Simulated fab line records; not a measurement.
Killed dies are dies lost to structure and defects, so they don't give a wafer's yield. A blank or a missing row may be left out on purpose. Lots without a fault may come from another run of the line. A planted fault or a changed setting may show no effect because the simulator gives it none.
What tool caused it? / flow n5-finfet / 10 lots with 29 wafers sampled at 5 steps, on a route of 1938 steps

WHAT THE GAUGES READ, wafer by wafer
N5_BEOL_M6_CD_MEAS_28 targets a cd of 40 nm. Usual: 39.96 nm for cd-nm, sd 0.24.
lot=L188; measured=day 9 06:31; on=cd-sem-01; cd-nm (nm)=39.71 40.13 39.88; flag=
lot=L191; measured=day 9 11:31; on=cd-sem-01; cd-nm (nm)=39.83 39.70 40.07; flag=
lot=L193; measured=day 10 11:22; on=cd-sem-02; cd-nm (nm)=40.55 40.32 40.22; flag=
lot=L194; measured=day 10 20:28; on=cd-sem-03; cd-nm (nm)=39.88 39.62 39.78; flag=
lot=L196; measured=day 10 23:56; on=cd-sem-02; cd-nm (nm)=40.18 40.16; flag=
lot=L203; measured=day 13 01:52; on=cd-sem-02; cd-nm (nm)=39.83 40.03 39.56; flag=
lot=L204; measured=day 13 04:08; on=cd-sem-01; cd-nm (nm)=39.79 39.56 39.73; flag=
lot=L205; measured=day 13 11:43; on=cd-sem-03; cd-nm (nm)=39.98 39.83 39.66; flag=
lot=L208; measured=day 14 05:15; on=cd-sem-03; cd-nm (nm)=39.73 40.23 39.78; flag=
lot=L209; measured=day 14 05:37; on=cd-sem-02; cd-nm (nm)=40.20 40.23 40.30; flag=

N5_BEOL_M6_INSPECT_30: inspects for defects (brightfield). Usual: 419 for raw-defect-count, sd 82.
lot=L188; measured=day 9 06:36; on=defect-inspect-01; raw-defect-count=410 336 363; flag=
lot=L191; measured=day 9 11:35; on=defect-inspect-01; raw-defect-count=435 385 433; flag=
lot=L193; measured=day 10 11:27; on=defect-inspect-01; raw-defect-count=454 393 528; flag=
lot=L194; measured=day 10 20:34; on=defect-inspect-02; raw-defect-count=342 379 383; flag=
lot=L196; measured=day 11 00:01; on=defect-inspect-02; raw-defect-count=447 462; flag=
lot=L203; measured=day 13 01:58; on=defect-inspect-02; raw-defect-count=473 430 634; flag=
lot=L204; measured=day 13 04:14; on=defect-inspect-02; raw-defect-count=499 475 1669; flag=OFF
lot=L205; measured=day 13 11:48; on=defect-inspect-01; raw-defect-count=335 1771 288; flag=OFF
lot=L208; measured=day 14 05:20; on=defect-inspect-02; raw-defect-count=458 494 439; flag=
lot=L209; measured=day 14 05:41; on=defect-inspect-01; raw-defect-count=558 573 615; flag=

WHAT TOOL EACH LOT RAN ON (gives the tool, then ch and the chambers of the sampled wafers, and finally the start)
lot=L188; N5_BEOL_M6_ETCH_61=rie-diel-03 ch 2,3, day 9 04:40; N5_BEOL_M6_ETCH_62=rie-diel-03 ch 2,3, day 9 04:44; N5_BEOL_M6_STRIP_19=rie-diel-03 ch 0,1,3, day 9 05:02
lot=L191; N5_BEOL_M6_ETCH_61=rie-diel-03 ch 0,1,2, day 9 10:25; N5_BEOL_M6_ETCH_62=rie-diel-03 ch 0,1,2, day 9 10:28; N5_BEOL_M6_STRIP_19=rie-diel-02 ch 1,2,3, day 9 10:50
lot=L193; N5_BEOL_M6_ETCH_61=rie-diel-03 ch 1,3, day 10 09:28; N5_BEOL_M6_ETCH_62=rie-diel-03 ch 1,3, day 10 09:31; N5_BEOL_M6_STRIP_19=rie-diel-03 ch 1,3, day 10 09:49
lot=L194; N5_BEOL_M6_ETCH_61=rie-diel-02 ch 1,2, day 10 16:25; N5_BEOL_M6_ETCH_62=rie-diel-02 ch 1,2, day 10 16:28; N5_BEOL_M6_STRIP_19=rie-diel-02 ch 1,2, day 10 16:53
lot=L196; N5_BEOL_M6_ETCH_61=rie-diel-02 ch 1, day 10 23:04; N5_BEOL_M6_ETCH_62=rie-diel-02 ch 1, day 10 23:07; N5_BEOL_M6_STRIP_19=rie-diel-03 ch 0,2, day 10 23:25
lot=L203; N5_BEOL_M6_ETCH_61=rie-diel-06 ch 1,2, day 12 23:29; N5_BEOL_M6_ETCH_62=rie-diel-06 ch 1,2, day 12 23:32; N5_BEOL_M6_STRIP_19=rie-diel-03 ch 1,2,3, day 12 23:53
lot=L204; N5_BEOL_M6_ETCH_61=rie-diel-03 ch 2,3, day 13 03:11; N5_BEOL_M6_ETCH_62=rie-diel-03 ch 2,3, day 13 03:15; N5_BEOL_M6_STRIP_19=rie-diel-03 ch 0,1,2, day 13 03:33
lot=L205; N5_BEOL_M6_ETCH_61=rie-diel-06 ch 0,2, day 13 10:50; N5_BEOL_M6_ETCH_62=rie-diel-06 ch 0,2, day 13 10:53; N5_BEOL_M6_STRIP_19=rie-diel-03 ch 1,2, day 13 11:11
lot=L208; N5_BEOL_M6_ETCH_61=rie-diel-02 ch 1,3, day 14 03:50; N5_BEOL_M6_ETCH_62=rie-diel-02 ch 1,3, day 14 03:53; N5_BEOL_M6_STRIP_19=rie-diel-06 ch 0,3, day 14 04:11
lot=L209; N5_BEOL_M6_ETCH_61=rie-diel-06 ch 0,1,2, day 14 04:23; N5_BEOL_M6_ETCH_62=rie-diel-06 ch 0,1,2, day 14 04:26; N5_BEOL_M6_STRIP_19=rie-diel-06 ch 0,1, day 14 04:44
- N5_BEOL_M6_ETCH_61: etches SiARC in CF4, target depth 45.5 nm, time 75.8 s.
- N5_BEOL_M6_ETCH_62: etches SOC in N2/H2, target depth 110 nm, overetch 22 nm, time 165 s.
- N5_BEOL_M6_STRIP_19: strips in O2.

WHAT THE TOOLS THEMSELVES READ (means of the sampled wafers that have a number; where no wafer has one, the mark that the record gives instead)
N5_BEOL_M6_ETCH_61. Usual: drypump-motor-current-A 5.60 A, standard deviation 0.26; etch-rf-on-time-s 76.7 s, standard deviation 2.4; oes-product-au 0.68 a.u., standard deviation 0.068; rf-vpp-V 183.7 V, standard deviation 1; showerhead-plenum-p-Torr 2.11 Torr, standard deviation 0.053; throttle-valve-pct 15.62 %, standard deviation 0.23.
lot=L188; tool=rie-diel-03; drypump-motor-current-A (A)=5.78; etch-rf-on-time-s (s)=79.4; oes-product-au (a.u.)=0.70; rf-vpp-V (V)=185.1; showerhead-plenum-p-Torr (Torr)=2.16; throttle-valve-pct (%)=15.46; flag=
lot=L191; tool=rie-diel-03; drypump-motor-current-A (A)=5.33; etch-rf-on-time-s (s)=76.2; oes-product-au (a.u.)=0.67; rf-vpp-V (V)=183.9; showerhead-plenum-p-Torr (Torr)=2.15; throttle-valve-pct (%)=15.53; flag=
lot=L193; tool=rie-diel-03; drypump-motor-current-A (A)=5.70; etch-rf-on-time-s (s)=78.0; oes-product-au (a.u.)=0.63; rf-vpp-V (V)=182.7; showerhead-plenum-p-Torr (Torr)=2.09; throttle-valve-pct (%)=15.54; flag=
lot=L194; tool=rie-diel-02; drypump-motor-current-A (A)=5.52; etch-rf-on-time-s (s)=75.2; oes-product-au (a.u.)=0.61; rf-vpp-V (V)=183.6; showerhead-plenum-p-Torr (Torr)=2.10; throttle-valve-pct (%)=15.94; flag=
lot=L196; tool=rie-diel-02; drypump-motor-current-A (A)=5.21; etch-rf-on-time-s (s)=76.8; oes-product-au (a.u.)=0.63; rf-vpp-V (V)=183.3; showerhead-plenum-p-Torr (Torr)=2.07; throttle-valve-pct (%)=16.08; flag=
lot=L203; tool=rie-diel-06; drypump-motor-current-A (A)=5.49; etch-rf-on-time-s (s)=74.2; oes-product-au (a.u.)=0.71; rf-vpp-V (V)=184.1; showerhead-plenum-p-Torr (Torr)=2.16; throttle-valve-pct (%)=15.55; flag=
lot=L204; tool=rie-diel-03; drypump-motor-current-A (A)=5.76; etch-rf-on-time-s (s)=79.6; oes-product-au (a.u.)=0.66; rf-vpp-V (V)=184.5; showerhead-plenum-p-Torr (Torr)=2.15; throttle-valve-pct (%)=15.54; flag=
lot=L205; tool=rie-diel-06; drypump-motor-current-A (A)=5.86; etch-rf-on-time-s (s)=77.8; oes-product-au (a.u.)=0.69; rf-vpp-V (V)=183.1; showerhead-plenum-p-Torr (Torr)=2.10; throttle-valve-pct (%)=15.47; flag=
lot=L208; tool=rie-diel-02; drypump-motor-current-A (A)=5.40; etch-rf-on-time-s (s)=76.7; oes-product-au (a.u.)=0.65; rf-vpp-V (V)=182.4; showerhead-plenum-p-Torr (Torr)=2.07; throttle-valve-pct (%)=15.94; flag=
lot=L209; tool=rie-diel-06; drypump-motor-current-A (A)=5.65; etch-rf-on-time-s (s)=76.6; oes-product-au (a.u.)=0.70; rf-vpp-V (V)=184.3; showerhead-plenum-p-Torr (Torr)=2.13; throttle-valve-pct (%)=15.52; flag=

N5_BEOL_M6_ETCH_62. Usual: drypump-motor-current-A 5.61 A, standard deviation 0.26; oes-product-au 0.68 a.u., standard deviation 0.064; rf-vpp-V 523.0 V, standard deviation 2; showerhead-plenum-p-Torr 2.51 Torr, standard deviation 0.063; throttle-valve-pct 17.9 %, standard deviation 0.31.
lot=L188; tool=rie-diel-03; drypump-motor-current-A (A)=5.79; oes-product-au (a.u.)=0.71; rf-vpp-V (V)=524.5; showerhead-plenum-p-Torr (Torr)=2.55; throttle-valve-pct (%)=17.6; flag=
lot=L191; tool=rie-diel-03; drypump-motor-current-A (A)=5.33; oes-product-au (a.u.)=0.66; rf-vpp-V (V)=523.9; showerhead-plenum-p-Torr (Torr)=2.53; throttle-valve-pct (%)=17.6; flag=
lot=L193; tool=rie-diel-03; drypump-motor-current-A (A)=5.67; oes-product-au (a.u.)=0.63; rf-vpp-V (V)=522.5; showerhead-plenum-p-Torr (Torr)=2.48; throttle-valve-pct (%)=17.7; flag=
lot=L194; tool=rie-diel-02; drypump-motor-current-A (A)=5.56; oes-product-au (a.u.)=0.60; rf-vpp-V (V)=522.6; showerhead-plenum-p-Torr (Torr)=2.48; throttle-valve-pct (%)=18.2; flag=
lot=L196; tool=rie-diel-02; drypump-motor-current-A (A)=5.25; oes-product-au (a.u.)=0.63; rf-vpp-V (V)=520.5; showerhead-plenum-p-Torr (Torr)=2.45; throttle-valve-pct (%)=18.3; flag=
lot=L203; tool=rie-diel-06; drypump-motor-current-A (A)=5.50; oes-product-au (a.u.)=0.69; rf-vpp-V (V)=524.4; showerhead-plenum-p-Torr (Torr)=2.58; throttle-valve-pct (%)=18.0; flag=
lot=L204; tool=rie-diel-03; drypump-motor-current-A (A)=5.78; oes-product-au (a.u.)=0.67; rf-vpp-V (V)=524.0; showerhead-plenum-p-Torr (Torr)=2.54; throttle-valve-pct (%)=17.6; flag=
lot=L205; tool=rie-diel-06; drypump-motor-current-A (A)=5.86; oes-product-au (a.u.)=0.70; rf-vpp-V (V)=521.7; showerhead-plenum-p-Torr (Torr)=2.49; throttle-valve-pct (%)=17.8; flag=
lot=L208; tool=rie-diel-02; drypump-motor-current-A (A)=5.39; oes-product-au (a.u.)=0.64; rf-vpp-V (V)=521.8; showerhead-plenum-p-Torr (Torr)=2.45; throttle-valve-pct (%)=18.2; flag=
lot=L209; tool=rie-diel-06; drypump-motor-current-A (A)=5.66; oes-product-au (a.u.)=0.69; rf-vpp-V (V)=523.2; showerhead-plenum-p-Torr (Torr)=2.53; throttle-valve-pct (%)=17.8; flag=

N5_BEOL_M6_STRIP_19. Usual: drypump-motor-current-A 5.60 A, standard deviation 0.28; oes-product-au 0.79 a.u., standard deviation 0.083; rf-vpp-V 3.6 V, standard deviation 0.6; showerhead-plenum-p-Torr 2.06 Torr, standard deviation 0.06; throttle-valve-pct 16.66 %, standard deviation 0.23.
lot=L188; tool=rie-diel-03; drypump-motor-current-A (A)=5.42; oes-product-au (a.u.)=0.74; rf-vpp-V (V)=4.4; showerhead-plenum-p-Torr (Torr)=2.09; throttle-valve-pct (%)=16.61; flag=
lot=L191; tool=rie-diel-02; drypump-motor-current-A (A)=5.57; oes-product-au (a.u.)=0.79; rf-vpp-V (V)=3.7; showerhead-plenum-p-Torr (Torr)=2.04; throttle-valve-pct (%)=16.83; flag=
lot=L193; tool=rie-diel-03; drypump-motor-current-A (A)=5.69; oes-product-au (a.u.)=0.75; rf-vpp-V (V)=3.2; showerhead-plenum-p-Torr (Torr)=2.04; throttle-valve-pct (%)=16.56; flag=
lot=L194; tool=rie-diel-02; drypump-motor-current-A (A)=5.50; oes-product-au (a.u.)=0.71; rf-vpp-V (V)=3.4; showerhead-plenum-p-Torr (Torr)=2.04; throttle-valve-pct (%)=16.95; flag=
lot=L196; tool=rie-diel-03; drypump-motor-current-A (A)=5.39; oes-product-au (a.u.)=0.92; rf-vpp-V (V)=3.6; showerhead-plenum-p-Torr (Torr)=2.13; throttle-valve-pct (%)=16.32; flag=
lot=L203; tool=rie-diel-03; drypump-motor-current-A (A)=5.61; oes-product-au (a.u.)=0.77; rf-vpp-V (V)=3.2; showerhead-plenum-p-Torr (Torr)=2.06; throttle-valve-pct (%)=16.58; flag=
lot=L204; tool=rie-diel-03; drypump-motor-current-A (A)=5.34; oes-product-au (a.u.)=0.84; rf-vpp-V (V)=3.5; showerhead-plenum-p-Torr (Torr)=2.10; throttle-valve-pct (%)=16.50; flag=
lot=L205; tool=rie-diel-03; drypump-motor-current-A (A)=5.56; oes-product-au (a.u.)=0.82; rf-vpp-V (V)=2.8; showerhead-plenum-p-Torr (Torr)=2.08; throttle-valve-pct (%)=16.59; flag=
lot=L208; tool=rie-diel-06; drypump-motor-current-A (A)=5.95; oes-product-au (a.u.)=0.89; rf-vpp-V (V)=4.0; showerhead-plenum-p-Torr (Torr)=2.17; throttle-valve-pct (%)=16.50; flag=
lot=L209; tool=rie-diel-06; drypump-motor-current-A (A)=5.60; oes-product-au (a.u.)=0.81; rf-vpp-V (V)=4.1; showerhead-plenum-p-Torr (Torr)=2.09; throttle-valve-pct (%)=16.58; flag=

THE ANSWER, worked out from the rows above alone
Rule: take the mean of a lot's wafers that have a number; if it is more than 3 standard deviations from the usual mean, the lot is off. A lot without any number at a reading at which 4 lots or more have one is off too. All remaining lots with rows at the step are treated as sound. Order of review: gauges by route order, followed by the tools' own readings, for which a lot's mean as printed above is used. The first step at which some lot is off is used, and at that step the reading that is off furthest; a lot without a number counts as furthest.
Off at N5_BEOL_M6_INSPECT_30 (raw-defect-count): L204, L205.
A tool fits if, at a process step before that reading, it ran every lot that is off, and no sound lot after the first of them. Gauges at N5_BEOL_M6_INSPECT_30: tried the same way as those tools. One fits: N5_BEOL_M6_STRIP_19 on rie-diel-03. A fault onset in the window from L203 (day 12 23:53, its last sound lot) to L204 (day 13 03:33, its first lot off) fits.

WHAT THE SIMULATOR PUT IN
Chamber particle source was rie-diel-03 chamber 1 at N5_BEOL_M6_STRIP_19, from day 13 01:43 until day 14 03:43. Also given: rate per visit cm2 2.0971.
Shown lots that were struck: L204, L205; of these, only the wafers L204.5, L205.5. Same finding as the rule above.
